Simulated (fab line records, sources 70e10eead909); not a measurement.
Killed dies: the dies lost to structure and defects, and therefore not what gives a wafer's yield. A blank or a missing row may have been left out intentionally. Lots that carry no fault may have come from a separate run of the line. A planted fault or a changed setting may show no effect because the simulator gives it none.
What tool caused it? / flow nand harc / Sampling: 13 lots, 39 wafers, 5 of 1302 route steps

## WHAT THE GAUGES SHOWED, per wafer
NHARC_END_SORT_01. Usual: defect limited yield is 90.1 % with standard deviation 2.5, killed at array is 62 with standard deviation 18, killed at other is 0.9 with standard deviation 1.2, killed at periphery is 4.2 with standard deviation 2.9, killed dies is 67 with standard deviation 17, killed open is 3.6 with standard deviation 1.9, and killed short is 2.5 with standard deviation 1.6.
lot=L783; measured=day 26 02:20; on=prober-02; defect limited yield (%)=88.5 89.8 90.0; killed at array=69 66 62; killed at other=5 1 2; killed at periphery=4 2 4; killed dies=78 69 68; killed open=6 6 5; killed short=2 3 1; flag=
lot=L785; measured=day 26 01:48; on=prober-01; defect limited yield (%)=86.6 91.7 87.9; killed at array=89 55 77; killed at other=1 0 0; killed at periphery=1 1 5; killed dies=91 56 82; killed open=4 5 5; killed short=6 1 3; flag=
lot=L784; measured=day 26 18:41; on=prober-02; defect limited yield (%)=87.1 87.4 88.2; killed at array=73 75 71; killed at other=1 1 0; killed at periphery=13 9 9; killed dies=87 85 80; killed open=3 6 5; killed short=4 2 4; flag=
lot=L787; measured=day 26 09:37; on=prober-01; defect limited yield (%)=90.0 87.0 90.5; killed at array=65 88 64; killed at other=1 0 0; killed at periphery=2 0 0; killed dies=68 88 64; killed open=3 5 4; killed short=3 1 3; flag=
lot=L786; measured=day 26 18:09; on=prober-01; defect limited yield (%)=89.2 87.7 89.4; killed at array=69 80 67; killed at other=1 0 0; killed at periphery=3 3 5; killed dies=73 83 72; killed open=5 4 9; killed short=4 2 1; flag=
lot=L788; measured=day 27 00:48; on=prober-02; defect limited yield (%)=87.6 86.1 86.3; killed at array=80 93 89; killed at other=0 0 0; killed at periphery=4 1 4; killed dies=84 94 93; killed open=2 3 6; killed short=2 0 4; flag=
lot=L791; measured=day 27 23:34; on=prober-02; defect limited yield (%)=89.2 88.8 89.1; killed at array=72 75 73; killed at other=0 0 0; killed at periphery=1 1 1; killed dies=73 76 74; killed open=4 1 3; killed short=1 5 2; flag=
lot=L792; measured=day 27 23:32; on=prober-01; defect limited yield (%)=90.3 89.2 91.7; killed at array=61 62 48; killed at other=2 4 1; killed at periphery=3 7 7; killed dies=66 73 56; killed open=1 2 0; killed short=3 1 2; flag=
lot=L793; measured=day 28 19:44; on=prober-02; defect limited yield (%)=92.9 92.8 94.1; killed at array=41 42 31; killed at other=0 3 1; killed at periphery=7 4 8; killed dies=48 49 40; killed open=1 2 2; killed short=3 5 1; flag=
lot=L794; measured=day 28 18:57; on=prober-01; defect limited yield (%)=88.5 87.1 89.2; killed at array=71 80 67; killed at other=0 0 0; killed at periphery=7 7 6; killed dies=78 87 73; killed open=2 3 2; killed short=3 2 2; flag=
lot=L799; measured=day 30 15:34; on=prober-02; defect limited yield (%)=90.1 89.5 90.4; killed at array=54 61 59; killed at other=5 1 2; killed at periphery=8 9 4; killed dies=67 71 65; killed open=4 7 7; killed short=1 3 5; flag=
lot=L803; measured=day 32 09:54; on=prober-01; defect limited yield (%)=93.8 0 93.1; killed at array=41 676 42; killed at other=1 0 1; killed at periphery=0 1 4; killed dies=42 677 47; killed open=6 2 3; killed short=0 3 2; flag=OFF
lot=L804; measured=day 32 19:26; on=prober-02; defect limited yield (%)=91.4 0 0; killed at array=55 673 670; killed at other=1 1 2; killed at periphery=2 3 5; killed dies=58 677 677; killed open=1 2 6; killed short=4 5 6; flag=OFF

## WHAT TOOL EACH LOT RAN ON (gives the tool, then ch and the chambers of the sampled wafers, and finally the start)
lot=L783; NHARC_A_M1_PVD_21=pvd sputter-02, day 23 00:12; NHARC_THIN_TSV_ETCH_15=rie si-04 ch 0,2,3, day 24 03:13; NHARC_THIN_TSV_PRE_CLEAN_54=pvd sputter-03, day 24 07:14; NHARC_THIN_TSV_ETCH_36=rie metal-01 ch 0,1, day 24 08:45
lot=L785; NHARC_A_M1_PVD_21=pvd sputter-03, day 23 01:24; NHARC_THIN_TSV_ETCH_15=rie si-01 ch 1,2, day 24 04:32; NHARC_THIN_TSV_PRE_CLEAN_54=pvd sputter-02, day 24 08:35; NHARC_THIN_TSV_ETCH_36=rie metal-02 ch 1, day 24 10:25
lot=L784; NHARC_A_M1_PVD_21=pvd sputter-01, day 24 06:18; NHARC_THIN_TSV_ETCH_15=rie si-04 ch 0,3, day 25 02:05; NHARC_THIN_TSV_PRE_CLEAN_54=pvd sputter-01, day 25 06:07; NHARC_THIN_TSV_ETCH_36=rie metal-01 ch 0,1, day 25 07:38
lot=L787; NHARC_A_M1_PVD_21=pvd sputter-02, day 24 09:58; NHARC_THIN_TSV_ETCH_15=rie si-02 ch 0,2, day 25 03:08; NHARC_THIN_TSV_PRE_CLEAN_54=pvd sputter-03, day 25 07:34; NHARC_THIN_TSV_ETCH_36=rie metal-03 ch 0,1, day 25 09:11
lot=L786; NHARC_A_M1_PVD_21=pvd sputter-03, day 24 10:28; NHARC_THIN_TSV_ETCH_15=rie si-01 ch 0,1, day 25 05:52; NHARC_THIN_TSV_PRE_CLEAN_54=pvd sputter-01, day 25 10:56; NHARC_THIN_TSV_ETCH_36=rie metal-03 ch 0,1, day 25 12:32
lot=L788; NHARC_A_M1_PVD_21=pvd sputter-03, day 25 11:39; NHARC_THIN_TSV_ETCH_15=rie si-01 ch 1,2, day 26 07:49; NHARC_THIN_TSV_PRE_CLEAN_54=pvd sputter-01, day 26 11:52; NHARC_THIN_TSV_ETCH_36=rie metal-03 ch 0,1, day 26 13:29
lot=L791; NHARC_A_M1_PVD_21=pvd sputter-01, day 26 08:36; NHARC_THIN_TSV_ETCH_15=rie si-04 ch 0,2,3, day 27 07:04; NHARC_THIN_TSV_PRE_CLEAN_54=pvd sputter-02, day 27 11:05; NHARC_THIN_TSV_ETCH_36=rie metal-03 ch 0,1, day 27 12:36
lot=L792; NHARC_A_M1_PVD_21=pvd sputter-02, day 26 12:02; NHARC_THIN_TSV_ETCH_15=rie si-02 ch 1,3, day 27 05:53; NHARC_THIN_TSV_PRE_CLEAN_54=pvd sputter-03, day 27 10:03; NHARC_THIN_TSV_ETCH_36=rie metal-02 ch 0,1, day 27 11:40
lot=L793; NHARC_A_M1_PVD_21=pvd sputter-03, day 27 04:23; NHARC_THIN_TSV_ETCH_15=rie si-02 ch 1,3, day 28 04:53; NHARC_THIN_TSV_PRE_CLEAN_54=pvd sputter-01, day 28 08:53; NHARC_THIN_TSV_ETCH_36=rie metal-03 ch 1, day 28 10:29
lot=L794; NHARC_A_M1_PVD_21=pvd sputter-02, day 27 06:29; NHARC_THIN_TSV_ETCH_15=rie si-01 ch 1,2,3, day 28 06:07; NHARC_THIN_TSV_PRE_CLEAN_54=pvd sputter-03, day 28 10:16; NHARC_THIN_TSV_ETCH_36=rie metal-01 ch 0,1, day 28 11:57
lot=L799; NHARC_A_M1_PVD_21=pvd sputter-03, day 29 05:05; NHARC_THIN_TSV_ETCH_15=rie si-02 ch 0,2,3, day 29 23:54; NHARC_THIN_TSV_PRE_CLEAN_54=pvd sputter-03, day 30 03:55; NHARC_THIN_TSV_ETCH_36=rie metal-02 ch 0,1, day 30 05:31
lot=L803; NHARC_A_M1_PVD_21=pvd sputter-03, day 31 00:01; NHARC_THIN_TSV_ETCH_15=rie si-01 ch 2,3, day 31 21:39; NHARC_THIN_TSV_PRE_CLEAN_54=pvd sputter-03, day 32 01:43; NHARC_THIN_TSV_ETCH_36=rie metal-02 ch 0,1, day 32 03:19
lot=L804; NHARC_A_M1_PVD_21=pvd sputter-03, day 31 10:13; NHARC_THIN_TSV_ETCH_15=rie si-01 ch 3, day 32 05:07; NHARC_THIN_TSV_PRE_CLEAN_54=pvd sputter-02, day 32 09:20; NHARC_THIN_TSV_ETCH_36=rie metal-01 ch 0, day 32 10:56
- NHARC_A_M1_PVD_21: deposits Cu, target thk 30 nm, time 20.49 s.
- NHARC_THIN_TSV_ETCH_15: target depth 3000 nm, bosch target overetch cycles 2, bosch etch step 2.8 s.
- NHARC_THIN_TSV_PRE_CLEAN_54: time 30 s.
- NHARC_THIN_TSV_ETCH_36: etches the open film in Cl2/BCl3, target depth 65 nm, time 18.571 s.

## AS READ BY THE TOOLS THEMSELVES (means over the sampled wafers that have a number; for cases with no such wafer, the mark the record gives instead)
NHARC_A_M1_PVD_21. Usual: throttle valve pct 30.5 %, standard deviation 1.
lot=L783; tool=pvd sputter-02; throttle valve pct (%)=29.8; flag=
lot=L785; tool=pvd sputter-03; throttle valve pct (%)=30.5; flag=
lot=L784; tool=pvd sputter-01; throttle valve pct (%)=30.9; flag=
lot=L787; tool=pvd sputter-02; throttle valve pct (%)=29.5; flag=
lot=L786; tool=pvd sputter-03; throttle valve pct (%)=30.3; flag=
lot=L788; tool=pvd sputter-03; throttle valve pct (%)=30.4; flag=
lot=L791; tool=pvd sputter-01; throttle valve pct (%)=30.2; flag=
lot=L792; tool=pvd sputter-02; throttle valve pct (%)=29.9; flag=
lot=L793; tool=pvd sputter-03; throttle valve pct (%)=30.4; flag=
lot=L794; tool=pvd sputter-02; throttle valve pct (%)=29.9; flag=
lot=L799; tool=pvd sputter-03; throttle valve pct (%)=30.3; flag=
lot=L803; tool=pvd sputter-03; throttle valve pct (%)=30.0; flag=
lot=L804; tool=pvd sputter-03; throttle valve pct (%)=30.0; flag=

NHARC_THIN_TSV_ETCH_15. Usual: drypump motor current A 5.7 A, standard deviation 0.47.
lot=L783; tool=rie si-04; drypump motor current A (A)=5.7; flag=
lot=L785; tool=rie si-01; drypump motor current A (A)=5.9; flag=
lot=L784; tool=rie si-04; drypump motor current A (A)=6.2; flag=
lot=L787; tool=rie si-02; drypump motor current A (A)=5.5; flag=
lot=L786; tool=rie si-01; drypump motor current A (A)=5.9; flag=
lot=L788; tool=rie si-01; drypump motor current A (A)=6.1; flag=
lot=L791; tool=rie si-04; drypump motor current A (A)=5.7; flag=
lot=L792; tool=rie si-02; drypump motor current A (A)=5.6; flag=
lot=L793; tool=rie si-02; drypump motor current A (A)=5.8; flag=
lot=L794; tool=rie si-01; drypump motor current A (A)=6.1; flag=
lot=L799; tool=rie si-02; drypump motor current A (A)=5.6; flag=
lot=L803; tool=rie si-01; drypump motor current A (A)=6.0; flag=
lot=L804; tool=rie si-01; drypump motor current A (A)=6.3; flag=

NHARC_THIN_TSV_PRE_CLEAN_54. Usual: heater power w 395 W, standard deviation 45.
lot=L783; tool=pvd sputter-03; heater power w (W)=383; flag=
lot=L785; tool=pvd sputter-02; heater power w (W)=437; flag=
lot=L784; tool=pvd sputter-01; heater power w (W)=397; flag=
lot=L787; tool=pvd sputter-03; heater power w (W)=380; flag=
lot=L786; tool=pvd sputter-01; heater power w (W)=413; flag=
lot=L788; tool=pvd sputter-01; heater power w (W)=397; flag=
lot=L791; tool=pvd sputter-02; heater power w (W)=442; flag=
lot=L792; tool=pvd sputter-03; heater power w (W)=391; flag=
lot=L793; tool=pvd sputter-01; heater power w (W)=344; flag=
lot=L794; tool=pvd sputter-03; heater power w (W)=368; flag=
lot=L799; tool=pvd sputter-03; heater power w (W)=388; flag=
lot=L803; tool=pvd sputter-03; heater power w (W)=402; flag=
lot=L804; tool=pvd sputter-02; heater power w (W)=374; flag=

NHARC_THIN_TSV_ETCH_36. Usual: drypump motor current A 6.2 A, standard deviation 0.36; oes product au 1.006 a.u., standard deviation 0.01.
lot=L783; tool=rie metal-01; drypump motor current A (A)=6.6; oes product au (a.u.)=1.000; flag=
lot=L785; tool=rie metal-02; drypump motor current A (A)=6.2; oes product au (a.u.)=1.017; flag=
lot=L784; tool=rie metal-01; drypump motor current A (A)=6.6; oes product au (a.u.)=0.997; flag=
lot=L787; tool=rie metal-03; drypump motor current A (A)=6.2; oes product au (a.u.)=0.998; flag=
lot=L786; tool=rie metal-03; drypump motor current A (A)=6.2; oes product au (a.u.)=0.999; flag=
lot=L788; tool=rie metal-03; drypump motor current A (A)=5.8; oes product au (a.u.)=1.002; flag=
lot=L791; tool=rie metal-03; drypump motor current A (A)=6.2; oes product au (a.u.)=1.006; flag=
lot=L792; tool=rie metal-02; drypump motor current A (A)=6.1; oes product au (a.u.)=1.001; flag=
lot=L793; tool=rie metal-03; drypump motor current A (A)=5.5; oes product au (a.u.)=1.007; flag=
lot=L794; tool=rie metal-01; drypump motor current A (A)=6.6; oes product au (a.u.)=1.002; flag=
lot=L799; tool=rie metal-02; drypump motor current A (A)=6.1; oes product au (a.u.)=1.017; flag=
lot=L803; tool=rie metal-02; drypump motor current A (A)=6.1; oes product au (a.u.)=1.010; flag=
lot=L804; tool=rie metal-01; drypump motor current A (A)=6.6; oes product au (a.u.)=1.020; flag=

## THE ANSWER, worked out from the rows above alone
Rule: a lot is off if the mean of its wafers that have a number lies more than 3 standard deviations from the usual mean. A lot without any number at a reading at which 4 lots or more have one is off too. All remaining lots with rows at the step are treated as sound. After the gauges, taken in route order, come the tools' own readings; for these a lot's mean is taken, as printed above. At the first step where some lot is off, the reading lying furthest off is the one used; lots without a number count as furthest.
Off: L803, L804 (NHARC_END_SORT_01, defect limited yield).
A tool fits if, at a process step before that reading, it ran every lot that is off, and no sound lot after the first of them. Gauges at NHARC_END_SORT_01: tried the same way as those tools. 2 tools fit, pvd sputter-03 at NHARC_A_M1_PVD_21 and rie si-01 at NHARC_THIN_TSV_ETCH_15, so this cannot tell which one it is.

## WHAT THE SIMULATOR PUT IN
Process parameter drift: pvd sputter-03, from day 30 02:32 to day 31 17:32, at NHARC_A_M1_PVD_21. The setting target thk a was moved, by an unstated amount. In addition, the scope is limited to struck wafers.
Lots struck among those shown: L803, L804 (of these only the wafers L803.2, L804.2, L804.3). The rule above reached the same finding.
